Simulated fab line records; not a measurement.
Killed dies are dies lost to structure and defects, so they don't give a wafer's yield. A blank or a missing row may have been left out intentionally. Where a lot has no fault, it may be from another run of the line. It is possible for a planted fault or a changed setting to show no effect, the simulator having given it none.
Matching of chambers	flow n5 finfet	N5_GATE_CUT_SAC_CAP_01 on ald sin-02 has 4 sister chambers
The step material SiNx, target thk 24 nm, pulse time 1 s, ald cycles 480. 4 wafers are shown with their chamber, then 7 later ones without.

## EACH WAFER AND ITS CHAMBER
wafer	chamber	heater power w (W)
L086.1	2	915
L086.2	0	912
L089.2	3	843
L089.3	1	765

## WAFERS WITHOUT THEIR CHAMBER
wafer	heater power w (W)
L089.6	882
L094.2	779
L094.3	775
L094.4	748
L097.1	743
L097.4	859
L097.5	864

## THE CHAMBER EACH PASSED THROUGH
wafer	from the rows above	in truth
L089.6	can't be placed: 0 or 2 or 3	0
L094.2	1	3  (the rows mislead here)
L094.3	1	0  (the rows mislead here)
L094.4	1	1
L097.1	1	1
L097.4	can't be placed: 3 or 0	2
L097.5	can't be placed: 3 or 0 or 2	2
2 of 7 placed correctly. Cannot be placed on the basis of these rows: 3; the candidates contain the true chamber in 2. Number placed wrongly: 2.
How it was worked out, from the rows above alone: a wafer's distance from a chamber is the root of the sum, over the readings, of the square of ((its reading less the chamber's mean) divided by the reading's scatter). If the next closest chamber is less than 2 further off than the closest, the wafer can't be placed; otherwise it belongs to the closest. The mean given for a chamber averages the wafers shown for that chamber. The scatter (one wafer shown for each chamber): square how far every hidden wafer sits from the nearest shown wafer, average those squares and take the square root.
